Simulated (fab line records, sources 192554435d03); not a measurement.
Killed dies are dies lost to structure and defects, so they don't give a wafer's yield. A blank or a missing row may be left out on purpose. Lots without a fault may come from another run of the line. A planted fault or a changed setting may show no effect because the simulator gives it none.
A struck lot beside a sound one | flow n5_finfet | 24 steps out of a route of 1938
Sound: wafers L107.1, L107.2, L107.4. Struck: wafers L119.2, L119.5, L119.6. The cause comes at the end.
At each step with rows: each side's tool, then ch and its chambers, then its first start. Under that, the readings that differ: sound wafers | struck wafers | difference of the means | sigmas: that difference in standard deviations of wafers without a fault.
alike: readings whose means differ by less than 2 such deviations, and words and numbers that are the same on both sides. not compared: withheld readings, readings that some wafer has no value for, bounds like >300 that may hide the same value, and numbers for which the record gives no deviation and whose values overlap.
The two part at a step that has a row with sigmas, a row that says differs or no value, or rows on one side only. Numbers that don't overlap but have no deviation are shown without sigmas and don't part them. A reading that every wafer of one side lacks parts them only if that side has two wafers or more.

first, 11 steps without rows for these wafers: N5_BEOL_M6_ETCH_62 (etches SOC in N2/H2, target depth 110 nm, overetch 22 nm, time 165 s); N5_BEOL_M6_STRIP_68 (strips in N2/H2); N5_BEOL_M6_STRIP_67 (strips in CF4); N5_BEOL_M6_HM_OPEN_17 (chemistry Cl2/BCl3, target TiN, target depth 20 nm, overetch 6 nm); N5_BEOL_M6_STRIP_19 (strips in O2); N5_BEOL_M6_COAT_63 (time 60 s, resist thk 60 nm); N5_BEOL_M6_COAT_64 (time 60 s, resist thk 12 nm); N5_BEOL_M6_COAT_71 (time 60 s, resist thk 5 nm); N5_BEOL_M6_COAT_22 (resist thk 30 nm); N5_BEOL_M6_EBR_24; N5_BEOL_M6_SOFTBAKE_23 (time 60 s).
N5_BEOL_M6_EXPOSE_25: exposes mask V5, target cd 40 nm.
  sound on euv_scanner-01 ch 0, day 9 19:50; struck on euv_scanner-01 ch 0, day 13 05:11
  reading              | sound             | struck            | difference | sigmas
  exposure_dose_mJ_cm2 | 45.01 45.01 45.02 | 43.25 43.22 43.21 | -1.79      | -41
  alike: mask
then, 2 steps without rows for these wafers: N5_BEOL_M6_PEB_26 (peb time 60 s); N5_BEOL_M6_DEVELOP_27 (develop time 30 s).
N5_BEOL_M6_CD_MEAS_28: target cd 40 nm.
  sound on cd_sem-01 ch 0, day 9 19:58; struck on cd_sem-02 ch 0, day 13 05:18
  reading    | sound             | struck            | difference | sigmas
  cd_nm (nm) | 39.95 39.64 39.96 | 39.23 38.95 39.05 | -0.77      | -3
N5_BEOL_M6_DESCUM_33: chemistry O2, time 7 s.
  sound on rie_diel-06 ch 0,2,3, day 9 20:17; struck on rie_diel-06 ch 1,2,3, day 13 05:34
  reading                  | sound        | struck       | difference | sigmas
  model.BEOL_M6.cd_nm (nm) | 39.6 39.8 40 | 39.2 39.2 39 | -0.7       |
  alike: drypump_motor_current_A, oes_product_au, rf_vpp_V, showerhead_plenum_p_Torr, throttle_valve_pct
  not compared: rf_hours_counter_h
then, 5 steps without rows for these wafers: N5_BEOL_M6_ETCH_72 (etches underlayer in N2/H2, target depth 6.5 nm, time 5.2 s); N5_BEOL_M6_ETCH_65 (etches SiARC in CF4, target depth 15.6 nm, time 26 s); N5_BEOL_M6_ETCH_66 (etches SOC in N2/H2, target depth 80 nm, overetch 16 nm, time 120 s); N5_BEOL_M6_STRIP_69 (strips in N2/H2); N5_BEOL_M6_STRIP_73 (strips in N2/H2).
N5_BEOL_M6_VIA_ETCH_34: etches SiCOH lowk in C4F6/O2, target depth 126.3 nm, time 50.9 s.
  sound on rie_diel-06 ch 0,2,3, day 9 20:28; struck on rie_diel-06 ch 1,2,3, day 13 05:44
  alike: drypump_motor_current_A, oes_ar_750_au, oes_f_703_au, oes_product_au, rf_vpp_V, showerhead_plenum_p_Torr, throttle_valve_pct
  not compared: rf_hours_counter_h, model.BEOL_M6.cd_nm
then, 1 step without rows for these wafers: N5_BEOL_M6_STRIP_76 (strips in C4F6/O2).
-- the record jumps here: 3 days lie between the struck wafers' starts before and after (it left off in module BEOL_M6 and takes up again in module PASSIVATION, whose first step shown is number 1936 of the route) --
N5_PASSIVATION_PROBE_49:
  the record has rows for the struck wafers here (prober-01, day 16 16:37) and none for the sound ones

WHERE THEY PART
First at N5_BEOL_M6_EXPOSE_25; last, within this record, at N5_PASSIVATION_PROBE_49.

WHY: what the simulator had put in
Process parameter drift: euv_scanner-01, from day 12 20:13 on, at N5_BEOL_M6_EXPOSE_25. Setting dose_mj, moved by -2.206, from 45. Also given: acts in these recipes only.
